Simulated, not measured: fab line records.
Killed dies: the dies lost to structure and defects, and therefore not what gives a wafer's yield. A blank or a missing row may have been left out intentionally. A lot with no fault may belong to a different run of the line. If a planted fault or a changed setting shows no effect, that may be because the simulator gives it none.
fab line records ; flow n5-finfet
record lots=4; wafers=12; last-day=18
route steps=1938 shown BEOL_M2@857 BEOL_M4@1111
lots that met no fault: from a run of the same line without faults
start-h: hours from the record's first day to the start of the lot's first wafer shown ; wait-h: hours elapsed since this lot's preceding step ; " repeats the value in the row above ; L1.1+2: a single row standing in for several wafers ; - either no value or no given start ; * or withheld: withheld ; < > ~ a bound
route shown NAME@n: NAME is a module with steps in the file, n the number in the route of the first one ; usual: average and standard deviation across the fault-free wafers ; same: alike in all rows ; chamber/n: place in a boat ; sites: per-site readings ; _std_site: the values' standard deviation ; _edge_site: mean of outer sites minus mean of inner sites ; radius-mm: how far each site lies from the wafer's centre ; mask NAME#n: copy n ; behind: the tool/chamber that last shaped the wafer ; hold: reason for holding the lot/hours on hold/outcome of the hold ; device: transistor that didn't switch, given as n, p or np ; end of line: the same wafers' tests at the end of the route ; a step without rows: its recipe alone ; killed: the dies lost at the first sort to structure and to defects; this is not the yield of the wafer ; map: a wafer's dies, x killed, . not, _ none there
set.NAME: the setting the step ran with; set.NAME@STEP: the setting that earlier step ran with ; model.NAME: the simulator's own value behind a step, which no gauge read
lots at selected steps of the route; one table per step, one row per wafer
services: the hour from which a tool's chamber was out of use, counted from the record's first day as start-h (under 0 if before that day), plus the number of hours and why
## steps
# step N5_BEOL_M2_DESCUM_16
# recipe chemistry=O2; time-s=7; source-power-w=50; bias-power-w=20; pressure-mtorr=20; rf-frequency-hz=2.712e+07; temp-c=40; resist=CAR-EUV; o2-flow-sccm=225
# step N5_BEOL_M2_ETCH_74
# recipe chemistry=N2/H2; target=underlayer; target-depth-a=65; mask-material=CAR-EUV; time-s=5.2; ion-energy-ev=200; pressure-mtorr=30; source-w=840; bias-w=150; n2-flow-sccm=200; h2-flow-sccm=200; ends=cleared
# step N5_BEOL_M2_ETCH_63
# recipe chemistry=CF4; target=SiARC; target-depth-a=156; mask-material=CAR-EUV; time-s=26; ion-energy-ev=80; pressure-mtorr=40; source-w=545; bias-w=36; Ar_flow_sccm=100; cf4-flow-sccm=100; ends=cleared
# step N5_BEOL_M2_ETCH_64
# recipe chemistry=N2/H2; target=SOC; target-depth-a=750; overetch-a=225; mask-material=SiARC; temp-c=40; time-s=121.9; ion-energy-ev=200; pressure-mtorr=30; source-w=840; bias-w=150; n2-flow-sccm=200; h2-flow-sccm=200
# step N5_BEOL_M2_STRIP_65
# recipe chemistry=N2/H2; temp-c=40; n2-flow-sccm=200; h2-flow-sccm=200; rf-frequency-hz=6e+07
# step N5_BEOL_M2_STRIP_75
# recipe chemistry=N2/H2; temp-c=40; n2-flow-sccm=200; h2-flow-sccm=200; rf-frequency-hz=6e+07
# step N5_BEOL_M2_STRIP_66
# recipe chemistry=CF4; resist=SiARC; power-w=300; bias-power-w=75; pressure-mtorr=50; cf4-flow-sccm=150; rf-frequency-hz=6e+07
# step N5_BEOL_M2_HM_OPEN_17
# recipe chemistry=Cl2/BCl3; target-depth-a=200; overetch-a=60; target=TiN; mask-material=SOC; ion-energy-ev=150; pressure-mtorr=10; icp-w=1000; bias-w=126; Cl2_flow_sccm=53.25; bcl3-flow-sccm=21.75; Ar_flow_sccm=25
# step N5_BEOL_M2_STRIP_19
# recipe chemistry=O2; power-w=400; temp-c=40; pressure-mtorr=30; rf-frequency-hz=6e+07; bias-power-w=0; overash-fraction=0.2; o2-flow-sccm=225
# step N5_BEOL_M2_COAT_67
# recipe resist=SOC; temp-c=250; time-s=60; spin-rpm=1500; resist-thk-nm=60
# step N5_BEOL_M2_COAT_68
# recipe resist=SiARC; temp-c=220; time-s=60; spin-rpm=1500; resist-thk-nm=12
# step N5_BEOL_M2_COAT_76
# recipe resist=underlayer; temp-c=205; time-s=60; spin-rpm=1500; resist-thk-nm=5
# usual spin-speed-rpm=1500.0/0.98
lot.wafer;tool;chamber;start-h;wait-h;spin-speed-rpm
L793.1;litho-track-04;0;161.63;-;1498.7
L793.3;litho-track-04;0;161.63;-;1499.3
L793.5;litho-track-04;0;161.63;-;1499.5
L807.3;litho-track-04;0;244.90;-;1565.8
L807.5;litho-track-04;0;244.90;-;1566.8
L807.6;litho-track-04;0;244.90;-;1565.9
L808.2;litho-track-04;0;247.76;-;1566.4
L808.5;litho-track-04;0;247.76;-;1567.5
L808.6;litho-track-04;0;247.76;-;1567.2
L812.2;litho-track-01;0;284.74;-;1501.1
L812.4;litho-track-01;0;284.74;-;1502.4
L812.6;litho-track-01;0;284.74;-;1499.9
# step N5_BEOL_M2_COAT_22
# recipe resist=CAR-EUV; spin-rpm=1500; resist-thk-nm=30
# step N5_BEOL_M2_EBR_24
# recipe solvent=PGMEA; ebr-width-mm=1.5
# step N5_BEOL_M2_SOFTBAKE_23
# recipe temp-c=110; time-s=60; resist=CAR-EUV
# step N5_BEOL_M2_EXPOSE_25
# recipe mask-id=V1; na=0.33; source-shape=quasar; sigma-inner=0.2; sigma-outer=0.8; polarization=unpolarized; defocus-nm=5; dose-mj=63
# step N5_BEOL_M2_PEB_26
# recipe peb-temp-c=100; peb-time-s=60; resist=CAR-EUV
# step N5_BEOL_M2_DEVELOP_27
# recipe develop-time-s=30; developer=TMAH; resist=CAR-EUV; rinse-liquid=surfactant-rinse; dry=air-spin; dev-temp-c=23
# step N5_BEOL_M2_DESCUM_33
# recipe chemistry=O2; time-s=7; source-power-w=50; bias-power-w=20; pressure-mtorr=20; rf-frequency-hz=2.712e+07; temp-c=40; resist=CAR-EUV; o2-flow-sccm=225
# step N5_BEOL_M2_ETCH_77
# recipe chemistry=N2/H2; target=underlayer; target-depth-a=65; mask-material=CAR-EUV; time-s=5.2; ion-energy-ev=200; pressure-mtorr=30; source-w=840; bias-w=150; n2-flow-sccm=200; h2-flow-sccm=200; ends=cleared
# usual drypump-motor-current-A=5.6/0.45; etch-rf-on-time-s=5.16/0.078; oes-product-au=0.70/0.066; rf-vpp-V=524.4/3; showerhead-plenum-p-Torr=2.56/0.097; throttle-valve-pct=17.84/0.23
lot.wafer;tool;chamber;start-h;wait-h;drypump-motor-current-A;etch-rf-on-time-s;oes-product-au;rf-hours-counter-h;rf-vpp-V;showerhead-plenum-p-Torr;throttle-valve-pct;model.etch.depth-nm
L793.1;rie-diel-06;2;162.27;0.0;5.8;5.17;0.61;208;522.4;2.52;18.03;4.966
L793.3;rie-diel-06;0;162.27;0.0;4.8;5.08;0.74;56;528.8;2.68;17.87;4.964
L793.5;rie-diel-06;0;162.27;0.0;4.8;5.11;0.73;-;529.4;2.68;17.86;4.992
L807.3;rie-diel-06;0;245.46;0.0;4.8;5.02;0.71;86;526.4;2.67;17.89;4.895
L807.5;rie-diel-06;1;245.46;0.0;6.2;5.10;0.71;-;524.2;2.69;18.02;4.897
L807.6;rie-diel-06;0;245.46;0.0;4.8;5.04;0.69;-;526.8;2.67;17.87;4.9
L808.2;rie-diel-05;2;248.19;0.0;5.7;4.92;0.73;92;521.6;2.46;18.03;4.9
L808.5;rie-diel-05;1;248.19;0.0;6.1;5.02;0.75;-;523.9;2.58;17.57;4.917
L808.6;rie-diel-05;0;248.19;0.0;5.6;5.16;0.71;-;523.0;2.47;17.60;4.91
L812.2;rie-diel-05;1;285.32;0.0;6.1;5.03;0.72;56;523.9;2.57;17.61;4.986
L812.4;rie-diel-05;0;285.32;0.0;5.5;5.19;0.70;75;522.7;2.46;17.62;4.996
L812.6;rie-diel-05;1;285.32;0.0;6.1;5.02;0.73;-;525.7;2.57;17.60;4.997
# step N5_BEOL_M2_ETCH_69
# recipe chemistry=CF4; target=SiARC; target-depth-a=156; mask-material=CAR-EUV; time-s=26; ion-energy-ev=80; pressure-mtorr=40; source-w=545; bias-w=36; Ar_flow_sccm=100; cf4-flow-sccm=100; ends=cleared
# step N5_BEOL_M4_RC_MEAS_101
# usual DIBL_N=35.7/1.3; DIBL_P=35.4/1.8; IOFF_N=0.152/0.027; IOFF_P=0.20/0.034; ION_N=672/9.8; ION_P=461/7.5; SS_N=71.4/0.55; SS_P=73.1/0.61; VT_N=251/3.3; VT_P=-251/3.6
lot.wafer;tool;chamber;start-h;wait-h;DIBL_N[mV/V];DIBL_P[mV/V];IOFF_N[nA/um];IOFF_P[nA/um];ION_N[uA/um];ION_P[uA/um];SS_N[mV/dec];SS_P[mV/dec];VT_N[mV];VT_P[mV]
L793.1;prober-01;0;191.09;0.0;36.1;37.9;0.183;0.20;686;468;71.6;73.1;250;-254
L793.3;prober-01;0;191.09;0.0;35.8;36.7;0.166;0.18;681;458;71.2;72.8;251;-255
L793.5;prober-01;0;191.09;0.0;36.6;37.1;0.186;0.19;682;456;71.3;73.1;248;-254
L808.2;prober-01;0;275.59;0.2;36.0;35.4;0.157;0.20;685;462;71.1;72.8;249;-251
L808.5;prober-01;0;275.59;0.2;35.7;35.3;0.148;0.20;678;469;71.1;72.9;250;-249
L808.6;prober-01;0;275.59;0.2;36.7;36.2;0.167;0.21;680;463;72.1;73.5;251;-251
L807.3;prober-02;0;280.97;0.3;36.0;35.6;0.147;0.22;670;469;70.9;72.6;251;-246
L807.5;prober-02;0;280.97;0.3;35.9;35.6;0.153;0.23;679;468;71.2;74.3;247;-249
L807.6;prober-02;0;280.97;0.3;37.2;36.6;0.167;0.25;683;472;72.2;73.5;251;-245
L812.2;prober-02;0;318.63;0.2;33.7;33.3;0.112;0.18;669;470;70.2;72.8;255;-250
L812.4;prober-02;0;318.63;0.2;32.7;31.1;0.097;0.15;661;459;71.1;72.6;258;-252
L812.6;prober-02;0;318.63;0.2;32.1;30.5;0.093;0.16;651;457;70.2;72.6;257;-253
## services
tool;chamber;start-h;hours;kind
rie-diel-06;0;149.96;9.6;repair
rie-diel-06;-;186.01;2.8;pm
rie-diel-06;2;193.07;5.0;repair
rie-diel-06;3;217.63;-;clean
rie-diel-06;3;217.63;-;consumable-replace:focus-ring
rie-diel-06;3;217.63;24.0;scheduled-down
rie-diel-06;3;217.63;24.0;vent-cycle
rie-diel-06;0;248.46;12.2;repair
rie-diel-06;2;253.30;11.7;repair
litho-track-04;-;258.54;-;consumable-replace:filter
## key
first-sign step=N5_BEOL_M2_COAT_76; reading=spin-speed-rpm; direction=up; sigmas=68; usual=*; struck=*
effect none on later readings
model-effect step=N5_BEOL_M2_ETCH_77; value=etch.depth-nm; without=5.011; struck=4.903
met-at N5_BEOL_M2_COAT_76
struck-wafers L807.3,L807.5,L807.6,L808.2,L808.5,L808.6
onset-between 161.63 244.90
fault kind=process-parameter-drift; tool=litho-track-04; chamber=-; onset-h=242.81; steps=N5_BEOL_M2_COAT_76; channel=spin-rpm; offset=*; shape=step; end-h=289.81; acts-in=*; stated=*
